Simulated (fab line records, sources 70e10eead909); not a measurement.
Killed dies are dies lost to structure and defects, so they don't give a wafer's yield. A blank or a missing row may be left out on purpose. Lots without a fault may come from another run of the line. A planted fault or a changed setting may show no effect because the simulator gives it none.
fab line records | flow nand_harc
record lots=24 wafers=72 last_day=24
route steps=1159 shown A_STAIRCASE@587
lots that met no fault: from a run of the same line without faults
start_h: hours from the record's first day to the start of the lot's first wafer shown | wait_h: hours since the lot's step before | " the same as in the row above | L1.1+2: a row that stands for several wafers | - no value, or no start given | * or withheld: withheld | < > ~ a bound
route shown NAME@n: a module of which the file shows steps, and the number in the route of the first | usual: mean/standard deviation of fault-free wafers | same: alike in all rows | chamber/n: place in a boat | sites: the reading at each site | _std_site: their standard deviation | _edge_site: outer sites' mean less inner sites' | radius_mm: how far each site lies from the wafer's centre | mask NAME#n: copy n | behind: the tool/chamber that last shaped the wafer | hold: why the lot was held/for how many hours/how that ended | device: the transistor (n, p or np) that didn't switch | end of line: the same wafers' tests at the end of the route | a step without rows: its recipe alone | killed: dies lost to structure and defects at the first sort, not the wafer's yield | map: a wafer's dies, x killed, . not, _ none there
set.NAME: the setting as run; set.NAME@STEP: as run at that earlier step | model.NAME: the simulator's own value behind a step, which no gauge read
steps of the route over a sample of lots; a table a step, a row a wafer
services: from which hour (start_h, from the record's first day; less than 0 if before it) a tool's chamber was out of use, for how many hours, and why
## steps
# step NHARC_A_STAIRCASE_TRIM_193
# recipe time_s=211.2 o2_flow_sccm=500 ar_flow_sccm=0 bias_w=0 chemistry=O2
# usual drypump_motor_current_A=5.92/0.3 oes_product_au=0.999/0.0074 rf_vpp_V=57.9/0.85 showerhead_plenum_p_Torr=3.58/0.13 throttle_valve_pct=17.037/0.009
# columns lot.wafer tool chamber start_h wait_h drypump_motor_current_A oes_product_au rf_hours_counter_h rf_vpp_V showerhead_plenum_p_Torr throttle_valve_pct
L074.1 rie_diel-08 2 - - 5.59 0.991 30 57.7 3.38 17.041
L074.5 " 2 " " 5.59 1.001 - 57.6 3.38 17.039
L074.6 " 3 " " 5.70 1.003 - 58.3 3.45 17.037
L075.4 rie_diel-08 0 - - 6.00 1.004 42 58.1 3.68 17.042
L075.2 " 2 " " 5.62 0.983 35 56.1 3.38 17.040
L075.1 " 3 " " 5.72 1.003 42 58.5 3.45 17.039
L077.1 rie_diel-13 1 - - 6.24 1.006 63 57.8 3.45 17.033
L077.6 " 2 " " 5.76 1.007 - 56.7 3.57 17.038
L077.5 " 3 " " 6.35 1.000 - 59.2 3.66 17.033
L078.2 rie_diel-13 3 - - 6.35 1.000 26 57.6 3.66 17.030
L078.1 " 1 " " 6.22 1.001 65 57.8 3.45 17.052
L078.6 " 3 " " 6.34 1.010 - 57.6 3.66 17.035
L076.2 rie_diel-08 0 - - 5.98 1.002 46 57.4 3.68 17.044
L076.4 " 1 " " 5.18 0.995 48 58.3 3.62 17.040
L076.6 " 0 " " 6.01 0.993 - 58.6 3.68 17.039
L079.3 rie_diel-05 2 - - 5.63 1.021 35 57.9 3.55 17.042
L079.1 " 3 " " 6.25 0.998 35 58.9 3.57 17.034
L079.2 " 0 " " 6.13 1.017 35 57.2 3.75 17.039
L080.2 rie_diel-08 2 - - 5.59 0.989 48 55.6 3.37 17.042
L080.6 " 2 " " 5.58 0.985 - 58.1 3.37 17.051
L080.5 " 3 " " 5.70 0.989 - 58.6 3.44 17.040
L082.1 rie_diel-13 3 - - 6.32 0.992 1 58.2 3.66 17.031
L082.3 " 1 " " 6.25 0.989 1 58.0 3.44 17.027
L082.6 " 0 " " 5.89 0.994 - 57.8 3.81 17.029
L081.1 rie_diel-05 1 - - 5.89 1.005 38 58.6 3.71 17.040
L081.5 " 1 " " 5.90 1.003 - 58.0 3.71 17.034
L081.6 " 2 " " 5.64 0.999 - 57.2 3.54 17.026
L083.4 rie_diel-05 1 - - 5.89 1.006 40 59.4 3.71 17.051
L083.5 " 1 " " 5.89 0.992 - 57.8 3.71 17.026
L083.6 " 2 " " 5.64 1.003 - 57.9 3.54 17.048
L084.1 rie_diel-13 0 - - 5.90 0.993 8 58.0 3.80 17.034
L084.4 " 1 " " 6.25 1.002 9 58.4 3.44 17.049
L084.6 " 0 " " 5.89 0.999 - 59.4 3.80 17.030
L086.2 rie_diel-08 1 - - 5.20 1.003 1 57.7 3.61 17.030
L086.6 " 2 " " 5.60 1.009 - 57.0 3.37 17.036
L086.5 " 3 " " 5.69 1.005 - 57.4 3.43 17.043
L085.2 rie_diel-05 0 - - 6.09 1.003 51 57.9 3.74 17.050
L085.4 " 1 " " 5.88 1.010 49 57.4 3.70 17.040
L085.6 " 3 " " 6.23 0.999 - 58.9 3.56 17.045
L087.1 rie_diel-05 0 - - 6.11 1.013 55 58.6 3.74 17.023
L087.4 " 3 " " 6.26 0.993 58 56.4 3.55 17.033
L087.6 " 0 " " 6.10 1.003 - 58.3 3.74 17.024
L089.4 rie_diel-13 2 - - 5.79 1.004 16 56.0 3.55 17.036
L089.3 " 3 " " 6.37 0.994 20 58.8 3.64 17.022
L089.6 " 0 " " 5.87 0.991 - 59.5 3.80 17.049
L090.1 rie_diel-08 2 - - 5.61 0.995 11 57.0 3.36 17.031
L090.5 " 2 " " 5.62 0.998 - 56.9 3.36 17.059
L090.6 " 3 " " 5.68 1.001 - 57.2 3.43 17.032
L091.1 rie_diel-05 1 - - 5.92 1.001 58 57.8 3.69 17.047
L091.3 " 3 " " 6.24 0.992 60 57.8 3.55 17.017
L091.6 " 2 " " 5.63 1.000 - 56.7 3.53 17.041
L088.3 rie_diel-13 3 - - 6.33 1.006 22 57.3 3.64 17.030
L088.4 " 0 " " 5.87 1.002 21 58.3 3.80 17.035
L088.5 " 3 " " 6.32 1.000 - 58.9 3.64 17.040
L095.1 rie_diel-13 0 - - 5.86 1.002 28 57.8 3.79 17.031
L095.6 " 3 " " 6.37 1.006 - 58.3 3.64 17.053
L095.5 " 0 " " 5.90 0.995 - 58.2 3.79 17.034
L093.2 rie_diel-13 1 - - 6.24 1.000 30 57.8 3.43 17.043
L093.1 " 2 " " 5.79 0.997 26 57.6 3.55 17.039
L093.4 " 3 " " 6.31 0.991 29 56.9 3.64 17.027
L094.2 rie_diel-08 1 - - 5.19 0.999 19 58.2 3.60 17.041
L094.3 " 2 " " 5.60 0.986 18 57.0 3.36 17.038
L094.6 " 0 " " 6.01 0.997 - 58.5 3.66 17.036
L092.1 rie_diel-13 1 - - 6.27 0.995 31 58.4 3.43 17.033
L092.5 " 1 " " 6.25 1.009 - 57.1 3.43 17.025
L092.6 " 2 " " 5.81 0.994 - 57.7 3.55 17.039
L096.4 rie_diel-05 2 - - 5.60 1.008 8 57.2 3.53 17.031
L096.3 " 1 " " 5.91 0.994 8 57.8 3.69 17.041
L096.6 " 2 " " 5.62 0.996 - 57.4 3.52 17.022
L097.3 rie_diel-05 2 - - 5.64 1.002 8 58.1 3.53 17.029
L097.6 " 3 " " 6.22 0.993 - 57.1 3.55 17.054
L097.5 " 0 " " 6.12 0.992 - 59.9 3.73 17.051
# step NHARC_A_STAIRCASE_ETCH_197
# recipe target_depth_a=1000 time_s=40.5 ion_energy_ev=400 c4f8_flow_sccm=20 o2_flow_sccm=10 ar_flow_sccm=withheld rf_w=600 bias_w=1000 chemistry=C4F8/O2
# usual oes_product_au=0.948/0.016 rf_vpp_V=897/5
# columns lot.wafer tool chamber start_h wait_h oes_product_au rf_hours_counter_h rf_vpp_V
L074.1 rie_diel-13 0 - - 0.919 57 886
L074.6 " 3 " " 0.928 - 901
L074.5 " 0 " " 0.932 - 887
L075.2 rie_diel-05 0 - - 0.966 29 904
L075.4 " 2 " " 0.980 29 898
L075.1 " 3 " " 0.966 30 897
L077.1 rie_diel-13 0 - - 0.938 63 887
L077.6 " 2 " " 0.930 - 898
L077.5 " 3 " " 0.937 - 900
L078.2 rie_diel-13 2 - - 0.949 62 897
L078.1 " 1 " " 0.940 65 892
L078.6 " 2 " " 0.939 - 895
L076.2 rie_diel-13 0 - - 0.946 66 886
L076.4 " 0 " " 0.942 - 889
L076.6 " 1 " " 0.951 - 893
L079.3 rie_diel-05 0 - - 0.944 36 904
L079.2 " 2 " " 0.944 35 896
L079.1 " 3 " " 0.935 36 898
L080.2 rie_diel-05 1 - - 0.937 38 902
L080.6 " 1 " " 0.941 - 902
L080.5 " 2 " " 0.962 - 898
L082.3 rie_diel-08 2 - - 0.955 48 891
L082.1 " 0 " " 0.952 57 901
L082.6 " 0 " " 0.961 - 900
L081.1 rie_diel-13 3 - - 0.979 1 900
L081.6 " 1 " " 0.964 - 892
L081.5 " 2 " " 0.967 - 896
L083.4 rie_diel-05 2 - - 0.963 45 897
L083.6 " 1 " " 0.935 - 903
L083.5 " 2 " " 0.971 - 895
L084.1 rie_diel-13 0 - - 0.936 8 905
L084.4 " 1 " " 0.933 9 893
L084.6 " 0 " " 0.946 - 906
L086.2 rie_diel-08 0 - - 0.936 2 903
L086.6 " 1 " " 0.934 - 898
L086.5 " 2 " " 0.933 - 890
L085.4 rie_diel-08 2 - - 0.984 2 890
L085.2 " 0 " " 0.964 2 899
L085.6 " 3 " " 0.970 - 894
L087.4 rie_diel-08 3 - - 0.978 7 893
L087.1 " 0 " " 0.972 7 901
L087.6 " 2 " " 0.977 - 890
L089.4 rie_diel-08 3 - - 0.954 7 892
L089.3 " 0 " " 0.958 7 900
L089.6 " 1 " " 0.941 - 897
L090.1 rie_diel-08 1 - - 0.942 10 899
L090.5 " 3 " " 0.950 - 891
L090.6 " 0 " " 0.954 - 902
L091.1 rie_diel-05 0 - - 0.943 58 904
L091.3 " 1 " " 0.937 58 900
L091.6 " 0 " " 0.937 - 903
L088.4 rie_diel-13 2 - - 0.953 18 897
L088.3 " 3 " " 0.932 22 901
L088.5 " 2 " " 0.948 - 896
L095.1 rie_diel-05 2 - - 0.956 3 895
L095.6 " 2 " " 0.956 - 896
L095.5 " 3 " " 0.934 - 895
L093.4 rie_diel-08 2 - - 0.966 18 890
L093.2 " 3 " " 0.979 17 893
L093.1 " 1 " " 0.950 18 898
L094.3 rie_diel-08 1 - - 0.922 19 899
L094.2 " 0 " " 0.941 20 899
L094.6 " 1 " " 0.923 - 899
L092.1 rie_diel-13 1 - - 0.937 31 891
L092.5 " 3 " " 0.930 - 901
L092.6 " 0 " " 0.922 - 906
L096.4 rie_diel-13 3 - - 0.964 36 899
L096.3 " 2 " " 0.978 32 897
L096.6 " 3 " " 0.963 - 901
L097.3 rie_diel-05 1 - - 0.951 8 902
L097.5 " 1 " " 0.930 - 902
L097.6 " 2 " " 0.960 - 895
# step NHARC_A_STAIRCASE_ETCH_199
# recipe target_depth_a=1000 time_s=40.5 ion_energy_ev=400 c4f8_flow_sccm=20 o2_flow_sccm=10 ar_flow_sccm=withheld rf_w=600 bias_w=1000 chemistry=C4F8/O2
# usual oes_product_au=0.943/0.01 rf_vpp_V=897/5.1
# columns lot.wafer tool chamber start_h wait_h oes_product_au rf_hours_counter_h rf_vpp_V
L074.1 rie_diel-13 1 - - 0.929 57 894
L074.5 " 3 " " 0.939 - 900
L074.6 " 0 " " 0.947 - 887
L075.1 rie_diel-05 1 - - 0.951 29 903
L075.2 " 2 " " 0.949 30 897
L075.4 " 3 " " 0.942 30 896
L077.1 rie_diel-13 2 - - 0.941 60 896
L077.5 " 3 " " 0.956 - 902
L077.6 " 0 " " 0.944 - 886
L078.1 rie_diel-13 1 - - 0.943 66 894
L078.2 " 2 " " 0.946 62 897
L078.6 " 1 " " 0.946 - 892
L076.2 rie_diel-13 0 - - 0.944 66 888
L076.6 " 1 " " 0.940 - 894
L076.4 " 0 " " 0.949 - 885
L079.1 rie_diel-05 2 - - 0.940 35 897
L079.3 " 3 " " 0.939 36 896
L079.2 " 0 " " 0.936 36 903
L080.2 rie_diel-05 1 - - 0.933 38 902
L080.5 " 1 " " 0.932 - 903
L080.6 " 3 " " 0.929 - 899
L082.1 rie_diel-08 3 - - 0.945 55 893
L082.3 " 0 " " 0.955 57 902
L082.6 " 0 " " 0.948 - 901
L081.1 rie_diel-13 2 - - 0.965 1 898
L081.5 " 3 " " 0.970 - 901
L081.6 " 0 " " 0.949 - 906
L083.4 rie_diel-05 0 - - 0.926 43 903
L083.6 " 3 " " 0.920 - 899
L083.5 " 0 " " 0.937 - 905
L084.4 rie_diel-13 3 - - 0.946 8 900
L084.1 " 0 " " 0.943 8 904
L084.6 " 2 " " 0.961 - 897
L086.2 rie_diel-08 0 - - 0.939 2 901
L086.6 " 3 " " 0.940 - 893
L086.5 " 0 " " 0.934 - 901
L085.4 rie_diel-08 3 - - 0.961 2 893
L085.2 " 2 " " 0.966 2 890
L085.6 " 0 " " 0.941 - 900
L087.4 rie_diel-08 3 - - 0.952 7 893
L087.1 " 0 " " 0.939 7 903
L087.6 " 3 " " 0.957 - 892
L089.3 rie_diel-08 3 - - 0.950 7 891
L089.4 " 0 " " 0.944 8 901
L089.6 " 3 " " 0.948 - 892
L090.1 rie_diel-08 1 - - 0.930 10 899
L090.5 " 3 " " 0.938 - 893
L090.6 " 0 " " 0.945 - 901
L091.1 rie_diel-05 3 - - 0.933 61 897
L091.3 " 0 " " 0.948 58 902
L091.6 " 0 " " 0.937 - 904
L088.3 rie_diel-13 3 - - 0.928 22 901
L088.4 " 2 " " 0.961 18 896
L088.5 " 0 " " 0.929 - 906
L095.1 rie_diel-05 0 - - 0.951 3 903
L095.6 " 2 " " 0.936 - 896
L095.5 " 3 " " 0.935 - 897
L093.1 rie_diel-08 1 - - 0.925 18 898
L093.2 " 3 " " 0.947 18 893
L093.4 " 0 " " 0.939 19 901
L094.2 rie_diel-08 3 - - 0.947 18 892
L094.3 " 0 " " 0.933 20 902
L094.6 " 1 " " 0.925 - 899
L092.1 rie_diel-13 1 - - 0.934 31 892
L092.5 " 3 " " 0.939 - 900
L092.6 " 0 " " 0.925 - 905
L096.3 rie_diel-13 2 - - 0.966 32 897
L096.4 " 0 " " 0.940 35 905
L096.6 " 2 " " 0.958 - 895
L097.3 rie_diel-05 3 - - 0.948 9 897
L097.5 " 3 " " 0.945 - 897
L097.6 " 0 " " 0.938 - 905
# step NHARC_A_STAIRCASE_TRIM_222
# recipe time_s=211.2 o2_flow_sccm=500 ar_flow_sccm=0 bias_w=0 chemistry=O2
# usual drypump_motor_current_A=5.9/0.31 oes_product_au=0.998/0.0066 rf_vpp_V=57.9/0.96 showerhead_plenum_p_Torr=3.58/0.13 throttle_valve_pct=17.036/0.0096
# columns lot.wafer tool chamber start_h wait_h drypump_motor_current_A oes_product_au rf_hours_counter_h rf_vpp_V showerhead_plenum_p_Torr throttle_valve_pct
L074.1 rie_diel-05 3 - - 6.3 0.998 24 55.3 3.57 17.035
L074.6 " 2 " " 5.7 1.003 - 57.3 3.55 17.031
L074.5 " 3 " " 6.3 0.997 - 57.6 3.57 17.052
L075.1 rie_diel-08 0 - - 6.0 1.008 43 57.6 3.68 17.037
L075.2 " 1 " " 5.2 1.001 45 58.7 3.62 17.034
L075.4 " 3 " " 5.7 1.001 43 57.5 3.45 17.036
L077.1 rie_diel-08 0 - - 6.0 0.997 44 58.3 3.68 17.033
L077.6 " 0 " " 6.0 1.000 - 59.1 3.68 17.016
L077.5 " 1 " " 5.2 0.993 - 58.3 3.62 17.027
L078.1 rie_diel-08 1 - - 5.2 1.003 48 56.3 3.62 17.048
L078.2 " 3 " " 5.7 1.005 46 57.7 3.44 17.033
L078.6 " 2 " " 5.6 0.989 - 57.4 3.38 17.022
L076.2 rie_diel-13 1 - - 6.3 0.995 68 58.1 3.45 17.031
L076.4 " 2 " " 5.8 1.007 65 57.6 3.56 17.041
L076.6 " 3 " " 6.4 0.996 - 57.9 3.66 17.023
L079.1 rie_diel-13 3 - - 6.3 1.010 29 58.9 3.66 17.045
L079.3 " 0 " " 5.8 0.996 68 57.1 3.28 17.050
L079.2 " 1 " " 6.2 1.001 68 57.0 3.45 17.014
L080.2 rie_diel-05 3 - - 6.3 0.992 44 58.7 3.56 17.020
L080.5 " 0 " " 6.1 1.001 - 59.7 3.74 17.043
L080.6 " 1 " " 5.9 0.999 - 57.2 3.71 17.046
L082.1 rie_diel-08 2 - - 5.6 0.990 49 57.7 3.37 17.025
L082.3 " 3 " " 5.6 0.995 56 56.6 3.44 17.052
L082.6 " 3 " " 5.7 1.006 - 56.6 3.44 17.037
L081.1 rie_diel-13 0 - - 5.9 0.990 3 58.9 3.81 17.036
L081.5 " 0 " " 5.9 0.997 - 57.1 3.81 17.044
L081.6 " 1 " " 6.2 0.994 - 58.4 3.44 17.054
L083.4 rie_diel-13 3 - - 6.3 1.002 6 59.6 3.65 17.039
L083.6 " 1 " " 6.3 0.995 - 58.9 3.44 17.035
L083.5 " 2 " " 5.8 1.006 - 57.4 3.56 17.045
L084.4 rie_diel-05 0 - - 6.1 0.997 48 57.9 3.74 17.033
L084.1 " 2 " " 5.6 0.991 50 57.5 3.54 17.028
L084.6 " 1 " " 5.9 0.998 - 56.9 3.70 17.041
L086.2 rie_diel-05 3 - - 6.3 0.987 53 58.5 3.56 17.036
L086.5 " 1 " " 5.9 0.996 - 57.4 3.70 17.028
L086.6 " 2 " " 5.6 1.008 - 57.8 3.53 17.036
L085.2 rie_diel-08 3 - - 5.7 1.001 3 58.5 3.43 17.037
L085.4 " 0 " " 6.0 0.995 3 57.9 3.67 17.030
L085.6 " 3 " " 5.7 0.988 - 57.9 3.43 17.024
L087.4 rie_diel-13 2 - - 5.8 1.000 17 57.3 3.55 17.035
L087.1 " 0 " " 5.9 0.999 20 57.8 3.80 17.016
L087.6 " 1 " " 6.3 1.010 - 56.2 3.43 17.046
L089.4 rie_diel-05 0 - - 6.1 0.998 57 57.2 3.74 17.060
L089.3 " 1 " " 5.9 1.005 57 57.6 3.70 17.031
L089.6 " 3 " " 6.2 0.995 - 58.6 3.55 17.041
L090.1 rie_diel-08 2 - - 5.6 1.001 11 57.0 3.36 17.058
L090.6 " 1 " " 5.2 0.986 - 57.1 3.61 17.033
L090.5 " 2 " " 5.6 0.992 - 55.9 3.36 17.028
L091.1 rie_diel-08 3 - - 5.7 1.002 10 58.1 3.43 17.038
L091.3 " 1 " " 5.2 0.992 11 57.8 3.61 17.037
L091.6 " 3 " " 5.7 0.997 - 57.2 3.43 17.051
L088.3 rie_diel-13 0 - - 5.9 0.998 22 60.3 3.79 17.058
L088.4 " 1 " " 6.2 0.997 23 58.2 3.43 17.032
L088.5 " 1 " " 6.3 0.994 - 56.9 3.43 17.026
L095.1 rie_diel-05 1 - - 5.9 0.992 4 59.2 3.69 17.020
L095.6 " 3 " " 6.3 0.993 - 58.1 3.55 17.045
L095.5 " 0 " " 6.1 0.993 - 58.7 3.73 17.032
L093.2 rie_diel-13 0 - - 5.9 0.986 30 57.4 3.79 17.047
L093.4 " 2 " " 5.8 0.994 27 58.2 3.55 17.033
L093.1 " 3 " " 6.4 0.991 30 57.8 3.64 17.040
L094.3 rie_diel-05 2 - - 5.6 1.000 5 58.6 3.53 17.039
L094.2 " 3 " " 6.3 0.984 6 59.8 3.55 17.046
L094.6 " 0 " " 6.1 0.995 - 57.4 3.73 17.052
L092.1 rie_diel-13 0 - - 5.9 0.988 32 58.4 3.79 17.048
L092.5 " 0 " " 5.9 0.999 - 58.4 3.79 17.042
L092.6 " 1 " " 6.2 0.995 - 57.8 3.43 17.037
L096.3 rie_diel-05 3 - - 6.2 0.985 10 57.7 3.55 17.052
L096.4 " 3 " " 6.3 0.989 - 57.9 3.55 17.033
L096.6 " 0 " " 6.1 0.986 - 58.3 3.73 17.020
L097.3 rie_diel-05 2 - - 5.6 1.003 9 59.3 3.53 17.030
L097.6 " 3 " " 6.3 0.989 - 57.8 3.55 17.039
L097.5 " 0 " " 6.1 1.004 - 57.9 3.73 17.024
# step NHARC_A_STAIRCASE_TRIM_224
# recipe time_s=211.2 o2_flow_sccm=500 ar_flow_sccm=0 bias_w=0 chemistry=O2
# usual drypump_motor_current_A=5.9/0.31 oes_product_au=0.998/0.0077 rf_vpp_V=57.9/0.87 showerhead_plenum_p_Torr=3.58/0.13 throttle_valve_pct=17.035/0.0098
# columns lot.wafer tool chamber start_h wait_h drypump_motor_current_A oes_product_au rf_hours_counter_h rf_vpp_V showerhead_plenum_p_Torr throttle_valve_pct
L074.1 rie_diel-05 2 - - 5.6 1.007 24 58.5 3.55 17.025
L074.5 " 2 " " 5.6 1.017 - 59.5 3.55 17.029
L074.6 " 3 " " 6.3 1.005 - 58.1 3.57 17.030
L075.4 rie_diel-08 1 - - 5.2 0.986 45 59.0 3.62 17.032
L075.1 " 3 " " 5.7 1.004 43 56.9 3.45 17.054
L075.2 " 0 " " 6.0 1.000 43 57.7 3.68 17.026
L077.1 rie_diel-08 3 - - 5.7 1.006 44 57.1 3.45 17.022
L077.5 " 3 " " 5.7 1.002 - 57.3 3.45 17.027
L077.6 " 0 " " 6.0 0.997 - 56.9 3.68 17.040
L078.2 rie_diel-08 1 - - 5.2 0.990 48 58.5 3.62 17.042
L078.1 " 2 " " 5.6 0.999 39 58.4 3.38 17.027
L078.6 " 3 " " 5.7 1.003 - 56.7 3.44 17.039
L076.2 rie_diel-13 1 - - 6.2 1.003 68 58.0 3.45 17.039
L076.4 " 3 " " 6.3 1.003 29 58.5 3.66 17.044
L076.6 " 1 " " 6.2 0.998 - 56.3 3.45 17.045
L079.2 rie_diel-13 3 - - 6.4 1.003 29 57.3 3.66 17.047
L079.3 " 0 " " 5.9 0.992 68 56.9 3.28 17.053
L079.1 " 1 " " 6.2 1.004 68 57.2 3.45 17.040
L080.2 rie_diel-05 0 - - 6.1 1.012 41 57.3 3.74 17.040
L080.6 " 0 " " 6.1 0.999 - 58.5 3.74 17.044
L080.5 " 1 " " 5.9 1.003 - 58.6 3.71 17.015
L082.1 rie_diel-08 2 - - 5.6 0.982 49 58.9 3.37 17.031
L082.3 " 3 " " 5.7 1.006 56 59.2 3.44 17.021
L082.6 " 2 " " 5.6 0.993 - 57.5 3.37 17.051
L081.1 rie_diel-13 1 - - 6.2 0.992 3 56.4 3.44 17.036
L081.6 " 0 " " 5.8 1.009 - 57.6 3.81 17.037
L081.5 " 1 " " 6.2 1.008 - 57.8 3.44 17.037
L083.4 rie_diel-13 2 - - 5.8 1.005 7 58.0 3.56 17.030
L083.5 " 3 " " 6.3 1.001 - 57.7 3.65 17.048
L083.6 " 0 " " 5.9 1.000 - 57.0 3.80 17.039
L084.1 rie_diel-05 2 - - 5.7 1.001 50 57.9 3.54 17.046
L084.4 " 3 " " 6.3 1.006 50 56.2 3.56 17.030
L084.6 " 0 " " 6.1 1.003 - 57.0 3.74 17.048
L086.2 rie_diel-05 0 - - 6.1 1.003 51 57.9 3.74 17.033
L086.6 " 2 " " 5.7 1.000 - 58.3 3.54 17.043
L086.5 " 3 " " 6.3 0.997 - 59.1 3.56 17.036
L085.4 rie_diel-08 2 - - 5.6 0.993 2 57.8 3.37 17.052
L085.2 " 1 " " 5.2 0.995 3 57.7 3.61 17.011
L085.6 " 2 " " 5.6 1.001 - 56.0 3.37 17.039
L087.4 rie_diel-13 3 - - 6.4 0.995 21 58.0 3.64 17.031
L087.1 " 1 " " 6.2 1.007 20 57.8 3.43 17.042
L087.6 " 2 " " 5.8 1.010 - 58.6 3.55 17.040
L089.3 rie_diel-05 3 - - 6.2 0.993 60 57.7 3.55 17.036
L089.4 " 0 " " 6.1 1.002 57 57.9 3.74 17.023
L089.6 " 1 " " 5.9 1.005 - 59.5 3.70 17.050
L090.1 rie_diel-08 1 - - 5.2 0.994 11 58.5 3.61 17.032
L090.5 " 1 " " 5.2 0.993 - 57.9 3.61 17.033
L090.6 " 2 " " 5.6 0.999 - 57.3 3.36 17.046
L091.1 rie_diel-08 2 - - 5.6 1.003 12 58.3 3.36 17.043
L091.3 " 3 " " 5.7 1.001 11 57.9 3.43 17.053
L091.6 " 2 " " 5.6 0.998 - 57.7 3.36 17.034
L088.4 rie_diel-13 0 - - 5.9 0.991 22 58.6 3.80 17.041
L088.3 " 3 " " 6.3 0.993 23 57.9 3.64 17.025
L088.5 " 0 " " 5.9 1.000 - 56.8 3.80 17.048
L095.1 rie_diel-05 2 - - 5.6 1.008 4 58.4 3.53 17.046
L095.5 " 1 " " 5.9 1.000 - 59.1 3.69 17.032
L095.6 " 2 " " 5.6 0.998 - 58.2 3.53 17.036
L093.4 rie_diel-13 2 - - 5.8 0.990 27 57.4 3.55 17.042
L093.2 " 3 " " 6.4 1.002 30 58.4 3.64 17.032
L093.1 " 1 " " 6.3 0.984 32 58.3 3.43 17.037
L094.3 rie_diel-05 0 - - 6.1 0.996 6 59.0 3.73 17.044
L094.2 " 1 " " 5.9 0.984 5 59.6 3.69 17.043
L094.6 " 3 " " 6.2 0.971 - 57.0 3.55 17.039
L092.1 rie_diel-13 3 - - 6.3 0.992 33 56.5 3.64 17.036
L092.6 " 2 " " 5.8 1.002 - 58.3 3.55 17.045
L092.5 " 3 " " 6.3 1.001 - 57.8 3.64 17.024
L096.4 rie_diel-05 3 - - 6.2 0.983 10 58.8 3.55 17.046
L096.3 " 1 " " 5.9 0.992 10 59.9 3.69 17.030
L096.6 " 0 " " 6.1 0.987 - 58.9 3.73 17.025
L097.3 rie_diel-05 1 - - 5.9 0.990 10 59.1 3.69 17.032
L097.6 " 0 " " 6.1 0.991 - 58.7 3.73 17.031
L097.5 " 1 " " 5.9 0.998 - 58.7 3.69 17.029
# step NHARC_A_STAIRCASE_ETCH_234
# recipe target_depth_a=1000 time_s=40.5 ion_energy_ev=400 c4f8_flow_sccm=20 o2_flow_sccm=10 ar_flow_sccm=withheld rf_w=600 bias_w=1000 chemistry=C4F8/O2
# usual oes_product_au=0.940/0.0095 rf_vpp_V=896/4.8
# columns lot.wafer tool chamber start_h wait_h oes_product_au rf_hours_counter_h rf_vpp_V
L074.1 rie_diel-05 0 - - 0.951 24 905
L074.5 " 1 " " 0.923 - 903
L074.6 " 2 " " 0.941 - 897
L075.1 rie_diel-08 2 - - 0.936 37 890
L075.4 " 0 " " 0.939 44 901
L075.2 " 1 " " 0.946 45 900
L077.1 rie_diel-08 1 - - 0.937 47 899
L077.6 " 3 " " 0.951 - 892
L077.5 " 0 " " 0.936 - 901
L078.1 rie_diel-08 3 - - 0.942 47 893
L078.2 " 1 " " 0.928 48 898
L078.6 " 3 " " 0.936 - 894
L076.2 rie_diel-13 3 - - 0.944 30 900
L076.4 " 0 " " 0.940 69 889
L076.6 " 2 " " 0.948 - 895
L079.2 rie_diel-08 2 - - 0.937 42 892
L079.3 " 3 " " 0.941 49 893
L079.1 " 1 " " 0.937 51 901
L080.2 rie_diel-05 2 - - 0.951 44 897
L080.6 " 3 " " 0.945 - 898
L080.5 " 0 " " 0.967 - 903
L082.1 rie_diel-08 2 - - 0.949 50 890
L082.3 " 3 " " 0.942 56 892
L082.6 " 0 " " 0.938 - 902
L081.1 rie_diel-13 1 - - 0.931 4 892
L081.5 " 1 " " 0.926 - 892
L081.6 " 2 " " 0.931 - 897
L083.4 rie_diel-05 0 - - 0.953 44 903
L083.6 " 3 " " 0.956 - 898
L083.5 " 0 " " 0.955 - 905
L084.4 rie_diel-05 1 - - 0.936 48 903
L084.1 " 0 " " 0.946 50 905
L084.6 " 1 " " 0.937 - 903
L086.2 rie_diel-05 3 - - 0.949 54 898
L086.6 " 3 " " 0.941 - 897
L086.5 " 0 " " 0.951 - 904
L085.2 rie_diel-08 3 - - 0.928 5 893
L085.4 " 1 " " 0.923 - 899
L085.6 " 2 " " 0.938 - 891
L087.1 rie_diel-08 0 - - 0.927 9 902
L087.4 " 1 " " 0.922 9 900
L087.6 " 3 " " 0.938 - 893
L089.3 rie_diel-08 2 - - 0.949 10 890
L089.4 " 0 " " 0.935 10 900
L089.6 " 3 " " 0.940 - 892
L090.1 rie_diel-13 0 - - 0.950 23 904
L090.6 " 2 " " 0.941 - 898
L090.5 " 3 " " 0.941 - 900
L091.3 rie_diel-08 2 - - 0.939 13 890
L091.1 " 3 " " 0.950 11 893
L091.6 " 1 " " 0.933 - 900
L088.3 rie_diel-08 0 - - 0.936 12 901
L088.4 " 2 " " 0.933 13 892
L088.5 " 0 " " 0.939 - 900
L095.1 rie_diel-08 1 - - 0.926 20 898
L095.5 " 2 " " 0.930 - 888
L095.6 " 3 " " 0.928 - 892
L093.4 rie_diel-08 1 - - 0.935 20 900
L093.2 " 3 " " 0.920 20 894
L093.1 " 0 " " 0.944 21 901
L094.2 rie_diel-08 1 - - 0.940 21 898
L094.3 " 3 " " 0.961 20 892
L094.6 " 1 " " 0.934 - 899
L092.1 rie_diel-05 3 - - 0.933 6 897
L092.5 " 2 " " 0.951 - 897
L092.6 " 3 " " 0.935 - 897
L097.3 rie_diel-13 3 - - 0.942 40 900
L097.6 " 3 " " 0.947 - 900
L097.5 " 0 " " 0.935 - 906
L096.4 rie_diel-08 2 - - 0.950 26 890
L096.3 " 3 " " 0.944 26 892
L096.6 " 1 " " 0.951 - 898
## services
# columns tool chamber start_h hours kind
rie_diel-13 1 219.31 4.5 repair
rie_diel-08 - 219.92 0.8 repair
rie_diel-08 0 232.13 - clean
rie_diel-08 1 232.13 - clean
rie_diel-08 2 232.13 - clean
rie_diel-08 3 232.13 - clean
rie_diel-08 0 256.63 - clean
rie_diel-08 1 256.63 - clean
rie_diel-08 2 256.63 - clean
rie_diel-08 3 256.63 - clean
rie_diel-13 3 261.93 3.9 repair
rie_diel-05 1 263.63 6.6 repair
rie_diel-13 - 276.14 9.0 pm
rie_diel-08 0 281.61 - clean
rie_diel-08 1 281.61 - clean
rie_diel-08 2 281.61 - clean
rie_diel-08 3 281.61 - clean
rie_diel-08 0 302.18 9.0 vent_cycle
rie_diel-08 1 302.18 9.0 vent_cycle
rie_diel-08 2 302.18 9.0 vent_cycle
rie_diel-08 0 311.18 - clean
rie_diel-08 3 325.44 4.3 repair
rie_diel-05 - 341.54 9.0 pm
rie_diel-05 2 373.55 2.0 repair
## key
fault none
